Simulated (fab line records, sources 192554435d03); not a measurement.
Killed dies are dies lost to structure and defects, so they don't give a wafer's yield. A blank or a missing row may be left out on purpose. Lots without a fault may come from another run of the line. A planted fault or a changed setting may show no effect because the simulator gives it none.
fab line records | flow n5_finfet
record lots=6 wafers=17 last_day=17
route steps=1938 shown BEOL_M4@1076 PASSIVATION@1936
lots that met no fault: from a run of the same line without faults
start_h: hours from the record's first day to the start of the lot's first wafer shown | wait_h: hours since the lot's step before | " the same as in the row above | L1.1+2: a row that stands for several wafers | - no value, or no start given | * or withheld: withheld | < > ~ a bound
route shown NAME@n: a module of which the file shows steps, and the number in the route of the first | usual: mean/standard deviation of fault-free wafers | same: alike in all rows | chamber/n: place in a boat | sites: the reading at each site | _std_site: their standard deviation | _edge_site: outer sites' mean less inner sites' | radius_mm: how far each site lies from the wafer's centre | mask NAME#n: copy n | behind: the tool/chamber that last shaped the wafer | hold: why the lot was held/for how many hours/how that ended | device: the transistor (n, p or np) that didn't switch | end of line: the same wafers' tests at the end of the route | a step without rows: its recipe alone | killed: dies lost to structure and defects at the first sort, not the wafer's yield | map: a wafer's dies, x killed, . not, _ none there
set.NAME: the setting as run; set.NAME@STEP: as run at that earlier step | model.NAME: the simulator's own value behind a step, which no gauge read
lots at some steps of the route; a table a step, a row a wafer
services: from which hour (start_h, from the record's first day; less than 0 if before it) a tool's chamber was out of use, for how many hours, and why
## steps
# step N5_BEOL_M4_PRECLEAN_42
# recipe chemistry=residue_remover time_s=60 temp_c=40
# step N5_BEOL_M4_SRD_43
# recipe time_s=30 temp_c=23 rinse_liquid=diw dry=ipa_marangoni
# step N5_BEOL_M4_CD_MEAS_35
# recipe target_cd_nm=18 target_cd_y_nm=22.4 polarity=opening
# usual cd_nm=18.2/0.36
# columns lot.wafer tool chamber start_h wait_h cd_nm
L863.1 cd_sem-02 - 171.65 0.0 18.1
L863.3 " - " " 18.1
L863.4 " - " " 18.3
L867.1 cd_sem-01 - 182.32 0.0 18.0
L867.2 " - " " 17.6
L867.3 " - " " 18.2
L874.1 cd_sem-03 - 241.78 0.0 18.6
L874.4 " - " " 17.8
L874.6 " - " " 18.6
L876.4 cd_sem-03 - 251.06 0.0 18.0
L876.5 " - " " 17.6
L876.6 " - " " 18.9
L882.1 cd_sem-03 - 288.18 0.0 17.8
L882.4 " - " " 17.9
L883.3 cd_sem-01 - 303.47 0.0 17.7
L883.4 " - " " 18.3
L883.6 " - " " 18.3
# step N5_BEOL_M4_DEGAS_44
# recipe ambient=vacuum temp_c=250 time_s=60
# usual heater_power_w=351/48
# same time_s=60
# columns lot.wafer tool chamber start_h wait_h heater_power_w
L863.1 pvd_sputter-02 - 171.69 0.0 346
L863.3 " - " " 417
L863.4 " - " " 340
L867.1 pvd_sputter-02 - 182.40 0.1 408
L867.2 " - " " 347
L867.3 " - " " 338
L874.1 pvd_sputter-03 - 242.50 0.7 354
L874.4 " - " " 295
L874.6 " - " " 355
L876.4 pvd_sputter-03 - 251.32 0.3 350
L876.5 " - " " 364
L876.6 " - " " 304
L882.1 pvd_sputter-02 - 289.17 1.0 348
L882.4 " - " " 436
L883.3 pvd_sputter-02 - 303.90 0.4 350
L883.4 " - " " 426
L883.6 " - " " 335
# step N5_BEOL_M4_PRE_CLEAN_45
# recipe gas=H2/He time_s=30 temp_c=250
# step N5_BEOL_M4_ALD_84
# recipe material=TaN target_thk_a=* temp_c=275 ald_precursor_family=PDMAT ald_co_reactant=NH3 pressure_torr=3 carrier_flow_sccm=1500 pulse_time_s=2 purge_time_s=3 co_reactant_purge_time_s=2 co_reactant_pulse_time_s=3 ald_cycles=30 precursor_vessel_temp_c=75 precursor_vessel_pressure_torr=26.25 precursor_vessel_carrier_sccm=1000
# usual heater_power_w=414/26 precursor_vessel_temp_c=75.01/0.13
# same ald_cycles=30 co_reactant_purge_time_s=2
# columns lot.wafer tool chamber start_h wait_h heater_power_w precursor_vessel_temp_c
L863.1 ald_metal-01 0 171.81 0.1 461 74.90
L863.3 " 1 " " 436 75.15
L863.4 " 0 " " 463 74.88
L867.1 ald_metal-03 0 182.50 0.0 413 75.07
L867.2 " 3 " " 415 75.20
L867.3 " 1 " " 365 74.86
L874.1 ald_metal-02 3 242.60 0.0 433 75.27
L874.4 " 0 " " 396 75.12
L874.6 " 2 " " 424 75.03
L876.4 ald_metal-03 1 251.44 0.1 364 75.09
L876.5 " 1 " " 364 74.99
L876.6 " 0 " " 423 74.97
L882.1 ald_metal-03 2 289.27 0.0 393 74.90
L882.4 " 1 " " 361 75.00
L883.3 ald_metal-02 1 304.03 0.1 409 75.16
L883.4 " 0 " " 396 75.11
L883.6 " 0 " " 398 75.32
# step N5_BEOL_M4_SURFACE_TREAT_85
# recipe gas=Ar time_s=* ion_energy_ev=* ion_current_ma_cm2=0.5 pressure_mtorr=* ar_flow_sccm=30
# usual throttle_valve_pct=*
# same time_s=*
# columns lot.wafer tool chamber start_h wait_h throttle_valve_pct
L863.1 pvd_sputter-01 - 172.06 0.1 *
L863.3 " - " " *
L863.4 " - " " *
L867.1 pvd_sputter-02 - 182.75 0.1 *
L867.2 " - " " *
L867.3 " - " " *
L874.1 pvd_sputter-03 - 242.88 0.2 *
L874.4 " - " " *
L874.6 " - " " *
L876.4 pvd_sputter-02 - 251.72 0.2 *
L876.5 " - " " *
L876.6 " - " " *
L882.1 pvd_sputter-01 - 289.73 0.4 *
L882.4 " - " " *
L883.3 pvd_sputter-02 - 304.28 0.1 *
L883.4 " - " " *
L883.6 " - " " *
# step N5_BEOL_M4_CVD_47
# recipe material=Co target_thk_a=30 temp_c=withheld precursor=CCTBA/H2 pressure_torr=30 time_s=223.8
# step N5_BEOL_M4_SPUTTER_48
# recipe material=Cu target_thk_a=45 temp_c=-20 chamber_pressure_pa=0.07 power_w=withheld time_s=8.29
# step N5_BEOL_M4_ANNEAL_49
# recipe temp_c=400 time_s=240 ambient=vacuum
# step N5_BEOL_M4_SPUTTER_79
# recipe material=Cu target_thk_a=45 temp_c=-20 chamber_pressure_pa=0.07 power_w=withheld time_s=8.29
# usual chamber_pressure_pa=0.07/0.00013 chuck_gas_flow_sccm=1.28/0.056 throttle_valve_pct=29.8/1.1
# same time_s=8.29
# columns lot.wafer tool chamber start_h wait_h chamber_pressure_pa chuck_gas_flow_sccm throttle_valve_pct
L863.1 pvd_sputter-01 - 172.59 0.1 0.07003 1.26 28.1
L863.3 " - " " 0.06987 1.26 29.5
L863.4 " - " " 0.07004 1.22 31.0
L867.1 pvd_sputter-01 - 183.26 0.1 0.06996 1.24 30.5
L867.2 " - " " 0.06982 1.34 29.3
L867.3 " - " " 0.07006 1.30 28.3
L874.1 pvd_sputter-01 - 243.37 0.1 0.0698 1.29 29.5
L874.4 " - " " 0.07024 1.16 28.1
L874.6 " - " " 0.0698 1.37 30.6
L876.4 pvd_sputter-02 - 252.36 0.1 0.07003 1.24 30.8
L876.5 " - " " 0.06987 1.31 29.7
L876.6 " - " " 0.06993 1.29 30.6
L882.1 pvd_sputter-03 - 290.28 0.1 0.06991 1.25 30.2
L882.4 " - " " 0.07004 1.20 30.4
L883.3 pvd_sputter-03 - 304.73 0.1 0.07003 1.29 30.4
L883.4 " - " " 0.0703 1.32 30.0
L883.6 " - " " 0.07015 1.27 30.3
# step N5_BEOL_M4_ANNEAL_80
# recipe temp_c=400 time_s=240 ambient=vacuum
# step N5_BEOL_M4_SPUTTER_81
# recipe material=Cu target_thk_a=45 temp_c=-20 chamber_pressure_pa=0.07 power_w=withheld time_s=8.29
# usual chamber_pressure_pa=0.07001/0.00014 chuck_gas_flow_sccm=1.27/0.056 throttle_valve_pct=29.8/1.1 time_s=8.29/0
# columns lot.wafer tool chamber start_h wait_h chamber_pressure_pa chuck_gas_flow_sccm throttle_valve_pct time_s
L863.1 pvd_sputter-01 - 172.81 0.1 0.07006 1.18 28.2 8.29
L863.3 " - " " 0.0699 1.28 29.3 8.29
L863.4 " - " " 0.07022 1.32 30.7 8.29
L867.1 pvd_sputter-01 - 183.48 0.1 0.07003 1.34 30.7 8.29
L867.2 " - " " 0.0703 1.26 29.6 8.29
L867.3 " - " " 0.07007 1.22 28.2 8.29
L874.1 pvd_sputter-01 - 243.59 0.1 - - - -
L874.4 " - " " - - - -
L874.6 " - " " - - - -
L876.4 pvd_sputter-02 - 252.58 0.1 - - - -
L876.5 " - " " - - - -
L876.6 " - " " - - - -
L882.1 pvd_sputter-03 - 290.50 0.1 0.07 1.19 30.3 8.29
L882.4 " - " " 0.0701 1.24 30.5 8.29
L883.3 pvd_sputter-03 - 304.95 0.1 0.06998 1.23 30.2 8.29
L883.4 " - " " 0.06999 1.23 30.4 8.29
L883.6 " - " " 0.07008 1.23 30.4 8.29
# step N5_BEOL_M4_ANNEAL_82
# recipe temp_c=400 time_s=240 ambient=vacuum
# usual heater_power_w=848/120
# same time_s=240
# columns lot.wafer tool chamber start_h wait_h heater_power_w
L863.1 pvd_sputter-01 - 172.89 0.0 800
L863.3 " - " " 693
L863.4 " - " " 717
L867.1 pvd_sputter-01 - 183.56 0.0 710
L867.2 " - " " 686
L867.3 " - " " 815
L874.1 pvd_sputter-01 - 243.67 0.0 679
L874.4 " - " " 798
L874.6 " - " " 709
L876.4 pvd_sputter-02 - 252.66 0.0 1060
L876.5 " - " " 1074
L876.6 " - " " 842
L882.1 pvd_sputter-03 - 290.58 0.0 876
L882.4 " - " " 727
L883.3 pvd_sputter-03 - 305.03 0.0 745
L883.4 " - " " 884
L883.6 " - " " 854
# step N5_BEOL_M4_RC_MEAS_101
# usual DIBL_N=35.9/1.7 DIBL_P=35.8/2.2 IOFF_N=0.15/0.03 IOFF_P=0.21/0.036 ION_N=674/12 ION_P=463/7.2 SS_N=71.3/0.59 SS_P=73.1/0.69 VT_N=250/3 VT_P=-251/3.2
# columns lot.wafer tool chamber start_h wait_h DIBL_N[mV/V] DIBL_P[mV/V] IOFF_N[nA/um] IOFF_P[nA/um] ION_N[uA/um] ION_P[uA/um] SS_N[mV/dec] SS_P[mV/dec] VT_N[mV] VT_P[mV]
L863.1 prober-01 0 175.30 0.0 36.5 34.7 0.15 0.19 667 457 70.6 72.4 249 -249
L863.3 " 0 " " 37.5 36.7 0.18 0.22 692 471 70.7 73.5 243 -252
L863.4 " 0 " " 36.2 34.7 0.15 0.18 676 464 70.9 72.9 246 -253
L867.1 prober-02 0 185.90 0.0 36.4 37.1 0.17 0.26 685 474 71.4 73.4 246 -246
L867.2 " 0 " " 37.4 37.6 0.17 0.24 664 457 71.2 73.0 250 -246
L867.3 " 0 " " 36.4 36.1 0.15 0.22 683 473 71.6 73.2 249 -245
L874.1 prober-02 0 246.03 0.0 35.2 35.1 0.14 0.21 665 466 70.7 72.5 251 -251
L874.4 " 0 " " 37.7 38.6 0.19 0.29 691 478 71.8 73.7 245 -244
L874.6 " 0 " " 34.0 33.5 0.12 0.19 655 457 71.8 71.8 252 -252
L876.4 prober-02 0 255.46 0.5 36.8 36.9 0.15 0.18 662 454 71.5 73.2 251 -254
L876.5 " 0 " " 33.4 32.5 0.10 0.14 657 451 70.8 72.6 256 -259
L876.6 " 0 " " 37.2 37.5 0.16 0.20 659 454 71.6 74.0 250 -255
L882.1 prober-02 0 292.92 0.0 37.5 37.8 0.18 0.26 683 476 71.2 73.2 248 -246
L882.4 " 0 " " 36.1 36.4 0.15 0.26 665 468 71.5 72.7 250 -246
L883.3 prober-02 0 307.67 0.3 37.7 37.0 0.20 0.23 693 470 72.2 73.7 244 -250
L883.4 " 0 " " 35.1 33.8 0.14 0.19 672 461 72.2 72.1 250 -250
L883.6 " 0 " " 36.1 35.1 0.16 0.20 677 457 72.2 73.6 249 -250
# step N5_PASSIVATION_PROBE_49
# usual defect_limited_yield=91.0/1.5 killed_at_M0_to_M3=35/12 killed_at_M4_up=15/5.8 killed_at_contacts=14/7.2 killed_at_front_end=40/10 killed_at_other=3/3 killed_dies=106/18 killed_open=68/14 killed_short=35/7.2 sort_bin_5_function=5.2/0.96 sort_bin_6_memory=3.3/0.69 sort_bin_8_speed=0.00/0.022 sort_n_pass=1074/18 sort_yield_pct=91.0/1.5
# same gross_dies=1180 killed_at_back_side=0 sort_bin_4_leakage[%]=0
# columns lot.wafer tool chamber start_h wait_h defect_limited_yield[%] killed_at_M0_to_M3 killed_at_M4_up killed_at_contacts killed_at_front_end killed_at_other killed_dies killed_open killed_short sort_bin_5_function[%] sort_bin_6_memory[%] sort_bin_8_speed[%] sort_n_pass sort_yield_pct[%]
L874.1 prober-02 - 346.35 0.8 91.4 30 26 16 26 3 101 57 36 4.4 3.6 0 1079 91.4
L874.4 prober-02 - 346.50 1.0 91.6 26 20 12 37 4 99 55 34 4.3 3.6 0 1081 91.6
L874.6 prober-02 - 346.60 1.1 91.1 19 22 19 39 6 105 60 27 5.8 2.5 0 1075 91.1
L876.4 prober-02 - 365.55 0.5 93.5 29 17 2 29 0 77 48 26 4.2 2.2 0 1103 93.5
L876.5 prober-02 - 365.60 0.5 93.4 15 26 11 23 3 78 48 23 3.9 2.5 0 1102 93.4
L876.6 prober-02 - 365.65 0.6 91.7 35 22 8 27 6 98 56 33 5.0 3.0 0 1082 91.7
# killed by level:class
L874.1 MOL_CONTACT_COAG:geometric_particle:open=11 BEOL_M4:geometric_particle:open=11 BEOL_M0_SAQP:geometric_particle:short=8 BEOL_M1:geometric_particle:open=8 FIN_SAQP:geometric_particle:open=5 MOL_CONTACT_COAG:geometric_particle:short=5 BEOL_M1:geometric_particle:short=5 BEOL_M4:interface_void_opened=4
L874.4 FIN_SAQP:geometric_particle:short=13 FIN_SAQP:geometric_particle:open=10 MOL_CONTACT_COAG:geometric_particle:open=10 BEOL_M0_SAQP:geometric_particle:open=9 BEOL_M4:interface_void_opened=8 BEOL_M0_SAQP:geometric_particle:short=6 BEOL_M2:geometric_particle:open=5 BEOL_M4:geometric_particle:open=5
L874.6 MOL_CONTACT_COAG:geometric_particle:open=14 BEOL_M0_SAQP:geometric_particle:open=11 BEOL_M4:interface_void_opened=9 FIN_SAQP:geometric_particle:open=8 HKMG_FIN:area_etch=6 MOL_CONTACT_COAG:geometric_particle:short=5 BEOL_M0_SAQP:geometric_particle:short=5 MIM_TOP_ETCH:geometric_particle:open=4
L876.4 FIN_SAQP:geometric_particle:open=8 BEOL_M0_SAQP:geometric_particle:short=7 BEOL_M0_SAQP:geometric_particle:open=7 BEOL_M3:geometric_particle:open=7 BEOL_M3:geometric_particle:short=4 DUMMY_GATE:geometric_particle:short=4 DUMMY_GATE:geometric_particle:open=3 GATE_CUT:geometric_particle:open=3
L876.5 FIN_SAQP:geometric_particle:open=9 BEOL_M4:geometric_particle:open=9 MOL_CONTACT_COAG:geometric_particle:open=8 BEOL_M4:interface_void_opened=7 BEOL_M0_SAQP:geometric_particle:short=5 MOL_CONTACT_COAG:geometric_particle:short=3 BEOL_M3:geometric_particle:short=3 BEOL_M4:geometric_particle:short=3
L876.6 BEOL_M0_SAQP:geometric_particle:short=10 BEOL_M4:geometric_particle:open=10 BEOL_M4:interface_void_opened=8 MOL_CONTACT_COAG:geometric_particle:open=7 BEOL_M0_SAQP:geometric_particle:open=7 BEOL_M2:geometric_particle:open=6 BEOL_M3:geometric_particle:open=6 FIN_SAQP:geometric_particle:short=4
## services
# columns tool chamber start_h hours kind
ald_metal-01 - 158.04 6.0 pm
ald_metal-01 2 166.55 6.6 repair
ald_metal-01 - 239.77 0.3 repair
ald_metal-01 - 259.28 2.8 pm
ald_metal-01 1 281.79 4.5 repair
ald_metal-01 3 291.25 41.3 repair
## key
first_sign step=N5_BEOL_M4_SPUTTER_81 reading=tool_record direction=missing
effect none on later readings
met_at N5_BEOL_M4_SPUTTER_81
struck_wafers L874.1,L874.4,L874.6,L876.4,L876.5,L876.6
onset_between 183.48 243.59
fault kind=skipped_step_whole tool=pvd_sputter-01,pvd_sputter-02 chamber=- onset_h=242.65 steps=N5_BEOL_M4_SPUTTER_81 scope=struck_lots_only
